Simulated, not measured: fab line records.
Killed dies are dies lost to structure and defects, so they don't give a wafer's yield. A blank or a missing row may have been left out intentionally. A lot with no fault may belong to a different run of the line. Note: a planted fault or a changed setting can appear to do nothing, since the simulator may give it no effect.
Code-filled problem report in 8D (eight disciplines) form || flow n5_finfet || the parts of the form that need people (team, actions taken, sign-off) are left out

1. WHAT WENT WRONG
Mean of etch_rf_on_time_s at N5_BEOL_M4_ETCH_77: 8.15 s across 3 wafers in 2 lots; on wafers with no fault it is 5.18 s (standard deviation 0.17). Measured from the usual mean, that is +17 standard deviations.
The step: etches underlayer in N2/H2, target depth 6.5 nm, time 5.2 s.
First observed at day 12 22:19: wafer L800.2, on rie_diel-03. The record has a number at this step for 27 wafers belonging to 9 lots. By rule, "out" or "out of limits" means more than 4 standard deviations away from the usual mean. All remaining wafers that have a number are taken as sound.

2. WHAT IT IS; WHAT IT IS NOT
{"question": "which readings at this step", "is": "etch_rf_on_time_s", "is not": "drypump_motor_current_A, rf_vpp_V, showerhead_plenum_p_Torr, throttle_valve_pct"}
{"question": "which lots", "is": "L794, L800", "is not": "L785, L786, L788, L789, L792, L804, L805"}
{"question": "which wafers of those lots", "is": "L794.3, L800.2, L800.6", "is not": "L794.4, L794.5, L800.4"}
{"question": "read on which tools", "is": "rie_diel-03", "is not": "rie_diel-02, rie_diel-04"}
{"question": "when", "is": "from day 12 22:19", "is not": "up to then (16 sound wafers); but 8 sound wafers of L794, L804, L805 came after"}

3. THE SUSPECTS, EACH WITH WHAT RULES IT OUT
Counting: any tool at a process step up to the reading remains a suspect provided it ran every lot that is out. Sound lots after the first of them don't rule it out here, since some wafers of a struck lot are sound.
- rie_diel-03 at N5_BEOL_M4_ETCH_77 (etches underlayer in N2/H2, target depth 6.5 nm, time 5.2 s): kept. Every lot that is out went through it, the first being L800 (day 12 22:19); the last sound lot it ran before that was L789 (day 9 10:37). Its own readings are out on those wafers: etch_rf_on_time_s.
- Within rie_diel-03 at N5_BEOL_M4_ETCH_77: the wafers that are out ran in chambers 2, 3; their sound lot-mates ran in chambers 0, 1.
Remaining after the count: rie_diel-03 at N5_BEOL_M4_ETCH_77.

4. THE CAUSE (what the simulator had put in)
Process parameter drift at N5_BEOL_M4_ETCH_77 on rie_diel-03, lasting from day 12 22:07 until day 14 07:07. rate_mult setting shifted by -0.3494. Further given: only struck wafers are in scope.
After counting, this tool was the only one left.

5. THE CHAIN OF EFFECTS, in route order
Each row: a reading where the mean over the struck wafers with a number is more than 3 standard deviations away from the usual. Readings are gone through only where the record gives a usual standard deviation; hours: the median, over the lots, of the time from a lot's start at the first step in this table giving one to that lot's start at this step; sigmas: the change measured in usual standard deviations.
{"hours": 0, "step": "N5_BEOL_M4_ETCH_77", "reading": "etch_rf_on_time_s", "usual": "5.18 s", "on struck wafers": 8.15, "change": "+2.97", "sigmas": "+17"}
It contains these process steps:
- N5_BEOL_M4_ETCH_77: etches underlayer in N2/H2, target depth 6.5 nm, time 5.2 s.
Later steps that measure or inspect, where all struck wafers having a row at the step show a number for every such reading and not one has moved that far: N5_BEOL_M4_RC_MEAS_101.

6. WHAT WOULD HAVE CAUGHT IT SOONER
The fault began at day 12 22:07; the first out-of-limits reading in this record came at day 12 22:19, 0 hours later.
